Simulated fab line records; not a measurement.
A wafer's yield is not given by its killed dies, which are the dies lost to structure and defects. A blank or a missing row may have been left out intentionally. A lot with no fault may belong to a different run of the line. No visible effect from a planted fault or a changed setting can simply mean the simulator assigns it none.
fab line records	flow n5-finfet
[record] lots = 7	wafers = 39
route steps=1938 shown BEOL_M3@931 BEOL_M6@1239 BEOL_M9@1405 BEOL_M10@1533
start-h: start of the lot's first displayed wafer, in hours after the record's first day	wait-h: how many hours have passed since the lot's step before this one	" same as the row above	L1.1+2: several wafers, shown together as one row	- either no value or no given start	* or withheld: withheld	< > ~ a bound
route shown NAME@n: names a module that has steps shown in the file, with the first one's number in the route	usual: mean and standard deviation over wafers with no fault	same: alike in all rows	chamber/n: place in a boat	sites: readings site by site	_std_site: how widely they spread, as a standard deviation	_edge_site: inner sites' mean taken away from outer sites' mean	radius-mm: for every site, how far away it sits from the centre of the wafer	mask NAME#n: copy n	behind: the last tool/chamber to shape the wafer	hold: reason for holding the lot/hours on hold/outcome of the hold	device: the transistor (n, p or np) that didn't switch	end of line: the route-end tests of the same wafers	a step with no rows: only its recipe	killed: not the wafer's yield, but the dies lost to structure and defects at the first sort	map: shows each die of a wafer: x if killed, . if not, _ if none is there
set.NAME: the setting as run; set.NAME@STEP: as run at that earlier step	model.NAME: the simulator's own value behind a step, which no gauge read
lots where settings were altered on purpose, with a table for each step and a row for each wafer
[[steps]]
[step N5_BEOL_M3_ILD_DEP_00]
[recipe] material = SiOC	target-thk-a = 790	temp-c = 350	precursor = DEMS/O2	pressure-torr = 5	rf-w = 500	time-s = 15.3
lot.wafer	tool	chamber	start-h	wait-h	set.time-s	model.SiOC_of_BEOL_M3_ILD_DEP_00.thk-nm
L078.1	pecvd-02	2	166.40	0.0	15.3	77.4
L078.2	"	0	"	"	15.3	76.6
L078.3	"	0	"	"	15.3	78
L078.4	"	2	"	"	15.3	77.8
L078.5	"	0	"	"	15.3	78.4
L078.6	"	2	"	"	15.3	77
L079.1+3	pecvd-01	0,2	169.88	0.0	15.3	78.8
L079.4	"	0	"	"	15.3	80.8
L080.1	pecvd-01	1	178.69	0.0	20.46	105.8
L080.2	"	0	"	"	15.3	80
L080.3	"	2	"	"	15.3	79
L080.4	"	1	"	"	15.3	80.2
L080.5	"	0	"	"	20.46	107
L080.6	"	2	"	"	20.46	107.2
L089.1	pecvd-03	1	234.57	0.0	15.3	79.2
L089.2	"	2	"	"	23.47	120
L089.3	"	0	"	"	23.47	119.6
L089.4	"	0	"	"	15.3	79.8
L089.5	"	1	"	"	15.3	80
L089.6	"	2	"	"	23.47	121.6
L090.1+2+5	pecvd-03	2,1,1	241.09	0.0	15.3	77.8
L090.3	"	0	"	"	15.3	78.6
L090.4	"	2	"	"	15.3	78.2
L090.6	"	0	"	"	15.3	79
L093.1+6	pecvd-03	0,2	278.29	0.0	15.3	79.8
L093.2+3	"	2,1	"	"	15.3	78.2
L093.4	"	1	"	"	15.3	80.4
L093.5	"	0	"	"	15.3	80
L095.1	pecvd-03	1	280.02	0.0	19.49	97.6
L095.2	"	0	"	"	19.49	98.8
L095.3	"	2	"	"	15.3	76.2
L095.4	"	2	"	"	15.3	78.4
L095.5	"	1	"	"	15.3	78.2
L095.6	"	0	"	"	19.49	99.6
[step N5_BEOL_M3_THK_MEAS_01]
[recipe] reads = SiOC_of_BEOL_M3_ILD_DEP_00
[usual] M3_ILD_THK = 79.0/1.1
lot.wafer	tool	chamber	start-h	wait-h	set.time-s@BEOL_M3_ILD_DEP_00	M3_ILD_THK[nm]
L078.1	film-metro-02	-	166.48	0.1	15.3	77.3
L078.2	"	-	"	"	15.3	76.5
L078.3	"	-	"	"	15.3	77.9
L078.4	"	-	"	"	15.3	77.8
L078.5	"	-	"	"	15.3	78.3
L078.6	"	-	"	"	15.3	76.9
L079.1	film-metro-02	-	169.95	0.0	15.3	78.8
L079.3	"	-	"	"	15.3	78.8
L079.4	"	-	"	"	15.3	80.9
L080.1	film-metro-02	-	178.76	0.0	20.46	105.9
L080.2	"	-	"	"	15.3	80.0
L080.3	"	-	"	"	15.3	78.9
L080.4	"	-	"	"	15.3	80.1
L080.5	"	-	"	"	20.46	106.9
L080.6	"	-	"	"	20.46	107.2
L089.1	film-metro-02	-	234.63	0.0	15.3	79.3
L089.2	"	-	"	"	23.47	120.0
L089.3	"	-	"	"	23.47	119.6
L089.4	"	-	"	"	15.3	79.8
L089.5	"	-	"	"	15.3	79.9
L089.6	"	-	"	"	23.47	121.7
L090.1	film-metro-01	-	241.16	0.0	15.3	77.7
L090.2	"	-	"	"	15.3	77.8
L090.3	"	-	"	"	15.3	78.6
L090.4	"	-	"	"	15.3	78.1
L090.5	"	-	"	"	15.3	77.9
L090.6	"	-	"	"	15.3	79.0
L093.1	film-metro-01	-	278.36	0.0	15.3	79.7
L093.2	"	-	"	"	15.3	78.1
L093.3	"	-	"	"	15.3	78.2
L093.4	"	-	"	"	15.3	80.4
L093.5	"	-	"	"	15.3	80.0
L093.6	"	-	"	"	15.3	79.6
L095.1	film-metro-02	-	280.09	0.0	19.49	97.8
L095.2	"	-	"	"	19.49	98.8
L095.3	"	-	"	"	15.3	76.2
L095.4	"	-	"	"	15.3	78.5
L095.5	"	-	"	"	15.3	78.2
L095.6	"	-	"	"	19.49	99.4
[step N5_BEOL_M3_CVD_47]
[recipe] material = Co	target-thk-a = 30	temp-c = withheld	precursor = CCTBA/H2	pressure-torr = 30	time-s = 223.8
lot.wafer	tool	chamber	start-h	wait-h	set.target-thk-a	model.Co_of_BEOL_M3_CVD_47.thk-nm
L078.1+2+5	cvd-co-02	2,0,0	179.12	0.1	30	3
L078.3+4+6	"	0,2,2	"	"	30	2.8
L079.1+3+4	cvd-co-01	1,0,1	179.20	0.1	30	3
L080.1	cvd-co-02	0	184.62	0.3	16.95	1.8
L080.2+3	"	2	"	"	16.95	1.6
L080.4+5+6	"	0,2,0	"	"	30	3
L089.1+2+4	cvd-co-02	0,2,1	239.71	0.1	30	3
L089.3	"	1	"	"	46.68	4.8
L089.5	"	2	"	"	46.68	4.6
L089.6	"	0	"	"	46.68	5
L090.1+2+3	cvd-co-02	2,0,1	246.91	0.2	22.3	2.2
L090.4+5	"	2,1	"	"	30	3
L090.6	"	0	"	"	30	3.2
L093.1+2	cvd-co-01	0,1	283.57	0.0	30	3
L093.3+5	"	2	"	"	35.76	3.4
L093.4	"	1	"	"	35.76	3.6
L093.6	"	0	"	"	30	2.8
L095.1+2+4+5	cvd-co-02	2,1,1,2	289.82	0.1	30	3
L095.3+6	"	0	"	"	30	3.2
[step N5_BEOL_M6_TRENCH_ETCH_37]
[recipe] chemistry = C4F6/O2	target-depth-a = 944.35	target = SiCOH_lowk	time-s = 31.5	ion-energy-ev = 250	pressure-mtorr = 30	source-w = 345	bias-w = 185	Ar_flow_sccm = 300	C4F6_flow_sccm = 10	O2_flow_sccm = 10
lot.wafer	tool	chamber	start-h	wait-h	set.target-depth-a	model.BEOL_M6.feature-depth-nm	model.etch.depth-nm	model.TiN_of_BEOL_M6_HM_DEP_02.thk-nm
L078.1	rie-diel-03	1	-	-	944.35	94.2	94.18	17
L078.2	"	0	"	"	944.35	94.4	94.41	17
L078.3	"	3	"	"	528.7	51	51.02	18.4
L078.4	"	2	"	"	528.7	53	53.01	18
L078.5	"	0	"	"	528.7	52.6	52.55	18
L078.6	"	1	"	"	944.35	93.6	93.61	16.8
L079.1	rie-diel-03	0	-	-	944.35	94.6	94.69	17
L079.3	"	2	"	"	944.35	94	94.06	17.4
L079.4	"	3	"	"	944.35	90.8	90.7	17.2
L080.1	rie-diel-03	3	-	-	1171	113.8	113.7	16.4
L080.2	"	2	"	"	1171	118	118	16.2
L080.3	"	1	"	"	944.35	94	94.03	17.2
L080.4	"	0	"	"	1171	118	118.1	16.8
L080.5	"	0	"	"	944.35	94.6	94.5	17
L080.6	"	1	"	"	944.35	93.6	93.58	17.4
L089.1	rie-diel-05	3	-	-	944.35	96.2	96.19	17.4
L089.2	"	1	"	"	1331	131	130.9	16.6
L089.3	"	2	"	"	1331	132	132.1	16.4
L089.4	"	0	"	"	1331	129.6	129.7	16.6
L089.5	"	1	"	"	944.35	93.6	93.57	17.4
L089.6	"	2	"	"	944.35	94.4	94.42	17.6
L090.1	rie-diel-03	0	-	-	944.35	94.6	94.68	17.4
L090.2	"	1	"	"	944.35	92.6	92.57	17.4
L090.3	"	3	"	"	944.35	90.6	90.61	17.4
L090.4	"	0	"	"	944.35	94.8	94.75	17.4
L090.5	"	3	"	"	944.35	91	91.02	17.4
L090.6	"	1	"	"	944.35	93.4	93.41	17.2
L093.1	rie-diel-01	3	-	-	674.6	66.6	66.62	18.2
L093.2	"	1	"	"	944.35	94.8	94.86	17.4
L093.3	"	0	"	"	944.35	92.6	92.67	17.6
L093.4	"	2	"	"	944.35	93.2	93.18	17.6
L093.5	"	1	"	"	674.6	67.4	67.32	18.2
L093.6	"	0	"	"	674.6	65.8	65.74	18.2
L095.1	rie-diel-05	2	-	-	1328	133.2	133.2	16
L095.2	"	1	"	"	1328	133.8	133.7	16
L095.3	"	3	"	"	944.35	97	97	17
L095.4	"	0	"	"	1328	130	130.1	15.8
L095.5	"	3	"	"	944.35	97.2	97.26	17
L095.6	"	2	"	"	944.35	94.8	94.71	17
[step N5_BEOL_M6_ETCH_41]
[recipe] chemistry = CH3F/O2	target = SiCN	target-depth-a = 297	taper-deg = 2	time-s = 52	ion-energy-ev = 120	mask-material = TiN	pressure-mtorr = 30	source-w = 395	bias-w = 75	Ar_flow_sccm = 150	CH3F_flow_sccm = 30	O2_flow_sccm = 20
[step N5_BEOL_M6_STRIP_80]
[recipe] chemistry = N2/H2	time-s = 10	power-w = 450	temp-c = 40	pressure-mtorr = 20	rf-frequency-hz = 6e+07	bias-power-w = 7	n2-flow-sccm = 200	h2-flow-sccm = 200
[step N5_BEOL_M6_OCD_MEAS_38]
[usual] trench-depth-nm = 93.6/1.6
lot.wafer	tool	chamber	start-h	wait-h	set.target-depth-a@BEOL_M6_TRENCH_ETCH_37	trench-depth-nm
L078.1	ocd-01	-	207.94	-	944.35	94.4
L078.2	"	-	"	"	944.35	94.5
L078.3	"	-	"	"	528.7	51.2
L078.4	"	-	"	"	528.7	52.9
L078.5	"	-	"	"	528.7	52.3
L078.6	"	-	"	"	944.35	94.0
L079.1	ocd-01	-	209.85	-	944.35	95.1
L079.3	"	-	"	"	944.35	94.4
L079.4	"	-	"	"	944.35	90.6
L080.1	ocd-02	-	214.99	-	1171	113.2
L080.2	"	-	"	"	1171	117.6
L080.3	"	-	"	"	944.35	93.8
L080.4	"	-	"	"	1171	118.4
L080.5	"	-	"	"	944.35	94.6
L080.6	"	-	"	"	944.35	94.1
L089.1	ocd-01	-	266.74	-	944.35	96.1
L089.2	"	-	"	"	1331	131.3
L089.3	"	-	"	"	1331	132.2
L089.4	"	-	"	"	1331	130.1
L089.5	"	-	"	"	944.35	93.6
L089.6	"	-	"	"	944.35	94.4
L090.1	ocd-01	-	273.12	-	944.35	94.9
L090.2	"	-	"	"	944.35	92.5
L090.3	"	-	"	"	944.35	90.5
L090.4	"	-	"	"	944.35	94.6
L090.5	"	-	"	"	944.35	90.8
L090.6	"	-	"	"	944.35	93.8
L093.1	ocd-02	-	312.23	-	674.6	66.6
L093.2	"	-	"	"	944.35	94.8
L093.3	"	-	"	"	944.35	93.1
L093.4	"	-	"	"	944.35	93.2
L093.5	"	-	"	"	674.6	67.0
L093.6	"	-	"	"	674.6	65.5
L095.1	ocd-01	-	322.58	-	1328	133.2
L095.2	"	-	"	"	1328	134.0
L095.3	"	-	"	"	944.35	96.8
L095.4	"	-	"	"	1328	129.5
L095.5	"	-	"	"	944.35	97.1
L095.6	"	-	"	"	944.35	95.0
[step N5_BEOL_M6_HM_STRIP_39]
[recipe] chemistry = peroxide-tin-strip	material = TiN	target-depth-a = 250	temp-c = 50	time-s = 158
[step N5_BEOL_M6_SRD_40]
[recipe] time-s = 30	temp-c = 23	rinse-liquid = diw	dry = ipa-marangoni
[step N5_BEOL_M6_ECD_50]
[recipe] material = Cu	target-thk-a = 3000
[step N5_BEOL_M6_ANNEAL_51]
[recipe] temp-c = 225	time-s = 90	ambient = N2
[step N5_BEOL_M6_CMP_52]
[recipe] stop-on = SiCOH_lowk	t-overpolish-s = 6.9	down-force-psi = 1	platen-rpm = 50	clearing-platen-down-force-psi = 1.5	clearing-platen-rpm = 50	post-cmp-clean = cu-alkaline	target-thk-nm = 80	clearing-platen-pad-velocity-m-s = 0.99484	pad-velocity-m-s = 0.99484
lot.wafer	tool	chamber	start-h	wait-h	set.target-depth-a@BEOL_M6_TRENCH_ETCH_37	model.Cu_of_BEOL_M6_ECD_50.thk-nm
L078.1+6	cmp-04	3,0	210.94	0.3	944.35	78
L078.3	"	0	"	"	528.7	35
L078.4	"	1	"	"	528.7	37.6
L078.2	"	2	"	"	944.35	81
L078.5	"	3	"	"	528.7	38
L079.4	cmp-03	3	213.03	0.1	944.35	77.4
L079.1	"	1	"	"	944.35	81.6
L079.3	"	2	"	"	944.35	81.8
L080.1	cmp-02	0	216.90	0.3	1171	99.2
L080.3+6	"	1	"	"	944.35	79.2
L080.2+4	"	2,3	"	"	1171	102.8
L080.5	"	0	"	"	944.35	80.8
L089.3	cmp-02	3	269.17	0.2	1331	116.2
L089.4	"	0	"	"	1331	116
L089.1	"	1	"	"	944.35	80.8
L089.2	"	2	"	"	1331	115.2
L089.5	"	3	"	"	944.35	77.8
L089.6	"	0	"	"	944.35	80
L090.1	cmp-04	3	277.23	0.3	944.35	80.4
L090.4	"	0	"	"	944.35	79
L090.3	"	1	"	"	944.35	74.4
L090.2	"	2	"	"	944.35	78
L090.6	"	3	"	"	944.35	78.8
L090.5	"	0	"	"	944.35	77
L093.1	cmp-04	3	315.09	0.3	674.6	53
L093.3	"	0	"	"	944.35	78.2
L093.4	"	1	"	"	944.35	78
L093.2	"	2	"	"	944.35	82
L093.5	"	3	"	"	674.6	52.8
L093.6	"	0	"	"	674.6	51.6
L095.4	cmp-03	2	325.36	0.1	1328	116.8
L095.1	"	3	"	"	1328	119.2
L095.3	"	0	"	"	944.35	83.6
L095.2	"	1	"	"	1328	121.2
L095.5	"	2	"	"	944.35	85.2
L095.6	"	3	"	"	944.35	82
[step N5_BEOL_M6_THK_MEAS_53]
[recipe] thk-meas-gauge = xrf	reads = Cu_of_BEOL_M6_ECD_50
[usual] M6_THK = 79.9/2.1
lot.wafer	tool	chamber	start-h	wait-h	set.target-depth-a@BEOL_M6_TRENCH_ETCH_37	M6_THK[nm]
L078.1	film-metro-01	-	211.24	-	944.35	78.3
L078.2	"	-	"	"	944.35	81.7
L078.3	"	-	"	"	528.7	35.2
L078.4	"	-	"	"	528.7	37.8
L078.5	"	-	"	"	528.7	38.2
L078.6	"	-	"	"	944.35	78.5
L079.1	film-metro-01	-	213.33	-	944.35	81.9
L079.3	"	-	"	"	944.35	82.6
L079.4	"	-	"	"	944.35	78.1
L080.1	film-metro-02	-	217.19	-	1171	100.6
L080.2	"	-	"	"	1171	103.8
L080.3	"	-	"	"	944.35	80.1
L080.4	"	-	"	"	1171	103.4
L080.5	"	-	"	"	944.35	81.9
L080.6	"	-	"	"	944.35	79.8
L089.1	film-metro-01	-	269.47	-	944.35	80.1
L089.2	"	-	"	"	1331	114.9
L089.3	"	-	"	"	1331	115.6
L089.4	"	-	"	"	1331	115.8
L089.5	"	-	"	"	944.35	77.1
L089.6	"	-	"	"	944.35	79.7
L090.1	film-metro-02	-	277.53	-	944.35	81.6
L090.2	"	-	"	"	944.35	79.1
L090.3	"	-	"	"	944.35	75.1
L090.4	"	-	"	"	944.35	80.2
L090.5	"	-	"	"	944.35	77.6
L090.6	"	-	"	"	944.35	79.5
L093.1	film-metro-02	-	315.39	-	674.6	53.6
L093.2	"	-	"	"	944.35	83.2
L093.3	"	-	"	"	944.35	78.7
L093.4	"	-	"	"	944.35	78.9
L093.5	"	-	"	"	674.6	53.4
L093.6	"	-	"	"	674.6	52.3
L095.1	film-metro-01	-	325.66	-	1328	118.5
L095.2	"	-	"	"	1328	120.9
L095.3	"	-	"	"	944.35	83.6
L095.4	"	-	"	"	1328	116.8
L095.5	"	-	"	"	944.35	85.0
L095.6	"	-	"	"	944.35	82.2
[step N5_BEOL_M6_PRE_CLEAN_55]
[recipe] gas = NH3	time-s = 15	temp-c = withheld	rf-power-w = 300
[step N5_BEOL_M6_DEP_56]
[recipe] material = SiCN	target-thk-a = 100	temp-c = withheld	precursor = 3MS/NH3	pressure-torr = 3	rf-w = 202	time-s = 17.5
[step N5_BEOL_M6_RS_MEAS_57]
[recipe] thk-meas-gauge = four-point-probe	reads = Cu_of_BEOL_M6_ECD_50+Co_of_BEOL_M6_CVD_78+TaN_of_BEOL_M6_ALD_77
[usual] M6_RS = 0.289/0.0087
lot.wafer	tool	chamber	start-h	wait-h	set.target-depth-a@BEOL_M6_TRENCH_ETCH_37	M6_RS[ohm/sq]
L078.1	film-metro-01	-	211.37	0.1	944.35	0.294
L078.2	"	-	"	"	944.35	0.281
L078.3	"	-	"	"	528.7	0.800
L078.4	"	-	"	"	528.7	0.729
L078.5	"	-	"	"	528.7	0.717
L078.6	"	-	"	"	944.35	0.294
L079.1	film-metro-01	-	213.46	0.1	944.35	0.280
L079.3	"	-	"	"	944.35	0.278
L079.4	"	-	"	"	944.35	0.297
L080.1	film-metro-01	-	217.35	0.1	1171	0.223
L080.2	"	-	"	"	1171	0.214
L080.3	"	-	"	"	944.35	0.290
L080.4	"	-	"	"	1171	0.214
L080.5	"	-	"	"	944.35	0.283
L080.6	"	-	"	"	944.35	0.290
L089.1	film-metro-02	-	269.60	0.1	944.35	0.283
L089.2	"	-	"	"	1331	0.188
L089.3	"	-	"	"	1331	0.186
L089.4	"	-	"	"	1331	0.186
L089.5	"	-	"	"	944.35	0.295
L089.6	"	-	"	"	944.35	0.286
L090.1	film-metro-01	-	277.66	0.1	944.35	0.284
L090.2	"	-	"	"	944.35	0.295
L090.3	"	-	"	"	944.35	0.311
L090.4	"	-	"	"	944.35	0.290
L090.5	"	-	"	"	944.35	0.300
L090.6	"	-	"	"	944.35	0.291
L093.1	film-metro-02	-	315.55	0.1	674.6	0.470
L093.2	"	-	"	"	944.35	0.278
L093.3	"	-	"	"	944.35	0.294
L093.4	"	-	"	"	944.35	0.295
L093.5	"	-	"	"	674.6	0.473
L093.6	"	-	"	"	674.6	0.487
L095.1	film-metro-02	-	325.79	0.1	1328	0.181
L095.2	"	-	"	"	1328	0.177
L095.3	"	-	"	"	944.35	0.271
L095.4	"	-	"	"	1328	0.185
L095.5	"	-	"	"	944.35	0.265
L095.6	"	-	"	"	944.35	0.278
[step N5_BEOL_M9_HM_DEP_02]
[recipe] material = TiN	target-thk-a = 200	temp-c = 25	chamber-pressure-pa = 0.49996
lot.wafer	tool	chamber	start-h	wait-h	set.target-thk-a	model.TiN_of_BEOL_M9_HM_DEP_02.thk-nm
L078.1	pvd-sputter-02	-	226.16	1.5	107.1	11.2
L078.2+3	"	-	"	"	107.1	10.8
L078.4+5	"	-	"	"	200	20.4
L078.6	"	-	"	"	200	20.2
L079.1+3+4	pvd-sputter-01	-	230.00	1.4	200	20
L080.1	pvd-sputter-01	-	236.96	0.7	200	20
L080.2+3+5+6	"	-	"	"	200	19.8
L080.4	"	-	"	"	200	19.6
L089.1+3	pvd-sputter-01	-	288.88	1.1	140.1	14.2
L089.2	"	-	"	"	140.1	14
L089.4+5	"	-	"	"	200	20
L089.6	"	-	"	"	200	20.2
L090.1+2+3+5	pvd-sputter-03	-	292.81	0.3	200	20.2
L090.4	"	-	"	"	200	20
L090.6	"	-	"	"	200	20.4
L093.1	pvd-sputter-01	-	334.98	1.3	200	19.6
L093.2+3	"	-	"	"	200	19.4
L093.4+6	"	-	"	"	296.5	29.4
L093.5	"	-	"	"	296.5	29.2
L095.1+2	pvd-sputter-01	-	341.98	0.7	200	20.4
L095.3	"	-	"	"	259.3	26.4
L095.4	"	-	"	"	259.3	26.6
L095.5	"	-	"	"	200	20.6
L095.6	"	-	"	"	259.3	26.2
[step N5_BEOL_M9_COAT_59]
[recipe] resist = SOC	temp-c = 250	time-s = 60	spin-rpm = 1500	resist-thk-nm = 100
[step N5_BEOL_M9_COAT_60]
[recipe] resist = SiARC	temp-c = 220	time-s = 60	spin-rpm = 1500	resist-thk-nm = 30
[step N5_BEOL_M9_STRIP_68]
[recipe] chemistry = N2/H2	temp-c = 40	n2-flow-sccm = 200	h2-flow-sccm = 200	rf-frequency-hz = 6e+07
[step N5_BEOL_M9_STRIP_67]
[recipe] chemistry = CF4	resist = SiARC	power-w = 300	bias-power-w = 75	pressure-mtorr = 50	cf4-flow-sccm = 150	rf-frequency-hz = 6e+07
[step N5_BEOL_M9_HM_OPEN_17]
[recipe] chemistry = Cl2/BCl3	target-depth-a = 200	overetch-a = 60	target = TiN	mask-material = SOC	ion-energy-ev = 150	pressure-mtorr = 10	icp-w = 1000	bias-w = 126	Cl2_flow_sccm = 53.25	bcl3-flow-sccm = 21.75	Ar_flow_sccm = 25
lot.wafer	tool	chamber	start-h	wait-h	set.target-thk-a@BEOL_M9_HM_DEP_02	model.etch.depth-nm
L078.1	rie-metal-03	1	227.08	0.0	107.1	11.11
L078.2	"	0	"	"	107.1	10.75
L078.3	"	0	"	"	107.1	10.79
L078.4	"	1	"	"	200	20.36
L078.5	"	1	"	"	200	20.49
L078.6	"	0	"	"	200	20.21
L079.1	rie-metal-02	1	231.08	0.0	200	20.05
L079.3	"	1	"	"	200	20.07
L079.4	"	0	"	"	200	20.06
L080.1	rie-metal-02	0	237.82	0.0	200	19.91
L080.2	"	1	"	"	200	19.77
L080.3	"	1	"	"	200	19.73
L080.4	"	0	"	"	200	19.7
L080.5	"	0	"	"	200	19.82
L080.6	"	1	"	"	200	19.72
L089.1	rie-metal-01	1	289.84	0.0	140.1	14.12
L089.2	"	0	"	"	140.1	14.02
L089.3	"	0	"	"	140.1	14.17
L089.4	"	1	"	"	200	19.99
L089.5	"	1	"	"	200	20.03
L089.6	"	0	"	"	200	20.17
L090.1	rie-metal-03	0	293.68	0.0	200	20.29
L090.2	"	1	"	"	200	20.24
L090.3+5	"	1	"	"	200	20.12
L090.4	"	0	"	"	200	20.03
L090.6	"	0	"	"	200	20.4
L093.1	rie-metal-02	1	336.03	0.0	200	19.57
L093.2	"	1	"	"	200	19.47
L093.3	"	1	"	"	200	19.46
L093.4	"	1	"	"	296.5	25.81
L093.5	"	1	"	"	296.5	25.73
L093.6	"	1	"	"	296.5	25.9
L095.1	rie-metal-03	1	342.92	0.0	200	20.4
L095.2	"	0	"	"	200	20.35
L095.3	"	1	"	"	259.3	26.3
L095.4	"	0	"	"	259.3	26.11
L095.5	"	1	"	"	200	20.53
L095.6	"	0	"	"	259.3	26.26
[step N5_BEOL_M10_DEP_56]
[recipe] material = SiCN	target-thk-a = 150	temp-c = withheld	precursor = 3MS/NH3	pressure-torr = 3	rf-w = 202	time-s = 26.5
lot.wafer	tool	chamber	start-h	wait-h	set.target-thk-a	model.SiCN_of_BEOL_M10_DEP_56.thk-nm
L078.1+4	pecvd-01	1,0	242.91	0.0	203.7	20.2
L078.2+3	"	0,2	"	"	150	14.8
L078.5	"	1	"	"	203.7	20.6
L078.6	"	2	"	"	150	15
L079.1	pecvd-01	1	244.09	0.0	150	14.6
L079.3	"	2	"	"	150	15
L079.4	"	0	"	"	150	15.2
L080.1	pecvd-03	1	250.56	0.0	150	14.8
L080.2+5+6	"	2,2,1	"	"	80.11	8
L080.3	"	0	"	"	150	14.6
L080.4	"	0	"	"	150	15
L089.1	pecvd-03	2	302.04	0.0	217.9	21.8
L089.2	"	1	"	"	217.9	21.6
L089.3	"	0	"	"	150	15
L089.4	"	2	"	"	150	15.4
L089.5	"	0	"	"	150	15.2
L089.6	"	1	"	"	217.9	22
L090.1+5	pecvd-03	2,1	303.85	0.0	150	14.8
L090.2+3+6	"	0,1,0	"	"	216.9	21.4
L090.4	"	2	"	"	150	15.2
L093.1+3+5	pecvd-03	2	350.72	0.0	124.6	12.6
L093.2	"	0	"	"	150	14.8
L093.4+6	"	0	"	"	150	15.2
L095.1+5	pecvd-03	0	355.22	0.0	99.21	9.6
L095.2	"	2	"	"	150	14.8
L095.3	"	2	"	"	99.21	9.8
L095.4	"	0	"	"	150	14.6
L095.6	"	2	"	"	150	15
[[key]]
[split] step = N5_BEOL_M3_ILD_DEP_00	setting = time-s	stated = 15.3	by = wafer
[response] step = N5_BEOL_M3_ILD_DEP_00	reading = model.SiOC_of_BEOL_M3_ILD_DEP_00.thk-nm	change = +0.772	per = 1%	r = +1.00
[response] step = N5_BEOL_M3_THK_MEAS_01	reading = M3_ILD_THK	change = +0.773	per = 1%	r = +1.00
[split] step = N5_BEOL_M3_CVD_47	setting = target-thk-a	stated = 30	by = wafer
[response] step = N5_BEOL_M3_CVD_47	reading = model.Co_of_BEOL_M3_CVD_47.thk-nm	change = +0.0317	per = 1%	r = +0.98
[split] step = N5_BEOL_M6_TRENCH_ETCH_37	setting = target-depth-a	stated = 944.35	by = wafer
[response] step = N5_BEOL_M6_TRENCH_ETCH_37	reading = model.BEOL_M6.feature-depth-nm	change = +0.916	per = 1%	r = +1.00
[response] step = N5_BEOL_M6_TRENCH_ETCH_37	reading = model.etch.depth-nm	change = +0.916	per = 1%	r = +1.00
[response] step = N5_BEOL_M6_TRENCH_ETCH_37	reading = model.TiN_of_BEOL_M6_HM_DEP_02.thk-nm	change = -0.0257	per = 1%	r = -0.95
[response] step = N5_BEOL_M6_OCD_MEAS_38	reading = trench-depth-nm	change = +0.92	per = 1%	r = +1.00
[response] step = N5_BEOL_M6_CMP_52	reading = model.Cu_of_BEOL_M6_ECD_50.thk-nm	change = +0.913	per = 1%	r = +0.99
[response] step = N5_BEOL_M6_THK_MEAS_53	reading = M6_THK	change = +0.915	per = 1%	r = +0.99
[response] step = N5_BEOL_M6_RS_MEAS_57	reading = M6_RS	shape = bent	at-lowest = 0.749	at-stated = 0.288	at-highest = 0.187
[split] step = N5_BEOL_M9_HM_DEP_02	setting = target-thk-a	stated = 200	by = wafer
[response] step = N5_BEOL_M9_HM_DEP_02	reading = model.TiN_of_BEOL_M9_HM_DEP_02.thk-nm	change = +0.202	per = 1%	r = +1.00
[response] step = N5_BEOL_M9_HM_OPEN_17	reading = model.etch.depth-nm	change = +0.175	per = 1%	r = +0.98
[split] step = N5_BEOL_M10_DEP_56	setting = target-thk-a	stated = 150	by = wafer
[response] step = N5_BEOL_M10_DEP_56	reading = model.SiCN_of_BEOL_M10_DEP_56.thk-nm	change = +0.147	per = 1%	r = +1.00
